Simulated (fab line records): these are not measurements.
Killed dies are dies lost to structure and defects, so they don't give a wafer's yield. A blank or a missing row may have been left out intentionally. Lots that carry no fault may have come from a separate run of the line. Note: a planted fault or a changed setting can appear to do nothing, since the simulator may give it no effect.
Comparing a struck lot with a sound one :: flow nand_harc :: 13 out of 1159 route steps
Sound: wafers L334.1, L334.4, L334.6. Struck: wafers L346.1, L346.3, L346.6. The cause comes at the end.
For every step that has rows: the tool of each side, followed by ch and its chambers, followed by its first start. Under that, the readings that differ: sound wafers :: struck wafers :: difference of the means :: sigmas: that difference in standard deviations of wafers without a fault.
alike: a reading whose means differ by less than 2 such deviations, as well as words and numbers matching on both sides. not compared: withheld readings; readings where some wafer has no value; bounds like >300 that might hide an equal value; numbers whose values overlap and for which the record gives no deviation.
Wherever a step has rows on one side only, a row that says differs or no value, or a row with sigmas, the two part there. Numbers that have no deviation but don't overlap get no sigmas and don't part them. A reading missing from all wafers of one side parts the sides only when that side holds two or more wafers.

first, 1 step without rows for these wafers: NHARC_A_SLIT_STRIP_28 (strips in O2/COS).
NHARC_A_SLIT_ETCH_29: etches the open film in CF4/O2, target depth 100 nm, overetch 10 nm, time 55 s.
  sound on rie_diel-10 ch 0,2,3, day 14 18:41; struck on rie_diel-13 ch 0,2,3, day 17 07:39
  alike: drypump_motor_current_A, oes_product_au, rf_vpp_V, showerhead_plenum_p_Torr, throttle_valve_pct
  not compared: rf_hours_counter_h
NHARC_A_SLIT_STRIP_18: strips in O2.
  sound: rie_diel-10 ch 0,1,2; struck: rie_diel-13 ch 0,1,3
  alike: drypump_motor_current_A, oes_product_au, rf_vpp_V, showerhead_plenum_p_Torr, throttle_valve_pct
  not compared: rf_hours_counter_h
then, 2 steps without rows for these wafers: NHARC_A_SLIT_PRECLEAN_19 (cleans in SC1); NHARC_A_SLIT_SRD_20.
NHARC_A_SLIT_CD_MEAS_21:
  sound on cd_sem-01, day 14 19:14; struck on cd_sem-01, day 17 08:11
reading: cd_nm (nm)
sound: 287.9 290.3 287.4
struck: 290.4 290.6 291.0
difference: +2.1
sigmas: +2
then, 3 steps without rows for these wafers: NHARC_A_SIN_REMOVE_WET_00 (chemistry H3PO4, time 15300 s); NHARC_A_SIN_REMOVE_PRECLEAN_01 (cleans in SC1); NHARC_A_SIN_REMOVE_SRD_02.
NHARC_A_SIN_REMOVE_INSPECT_04:
  sound on defect_inspect-01, day 15 02:56; struck on defect_inspect-01, day 17 15:55
  alike: raw_defect_count
NHARC_A_WL_FILL_ALD_00: deposits Al2O3, target thk 3 nm, pulse time 3 s, ald cycles 30.
  sound on ald_hk-02 ch 1,2, day 15 03:02; struck on ald_hk-04 ch 0,1, day 17 16:11
  alike: heater_power_w, precursor_pulse_height_rel
NHARC_A_WL_FILL_RTA_01: time 5 s.
  sound on rtp_anneal-02 ch 0, day 15 03:16; struck on rtp_anneal-01, day 17 16:26
  no value came back on the struck wafers for anneal_temp_c_max, lamp_power_pct (%), wafer_temp_C_max; on the sound wafers anneal_temp_c_max reads 1006.4 1006.7 1005.9
NHARC_A_WL_FILL_ALD_02: deposits TiN, target thk 2 nm, pulse time 3 s, ald cycles 100.
  sound on ald_metal-02 ch 2,3, day 15 03:29; struck on ald_metal-02 ch 1,2,3, day 17 16:40
  alike: heater_power_w, precursor_pulse_height_rel

WHERE THEY PART
At NHARC_A_SLIT_CD_MEAS_21 first; at NHARC_A_WL_FILL_RTA_01 last (within this record only). Later steps at which nothing parts them and some readings are alike: NHARC_A_WL_FILL_ALD_02.

WHY: what the simulator had put in
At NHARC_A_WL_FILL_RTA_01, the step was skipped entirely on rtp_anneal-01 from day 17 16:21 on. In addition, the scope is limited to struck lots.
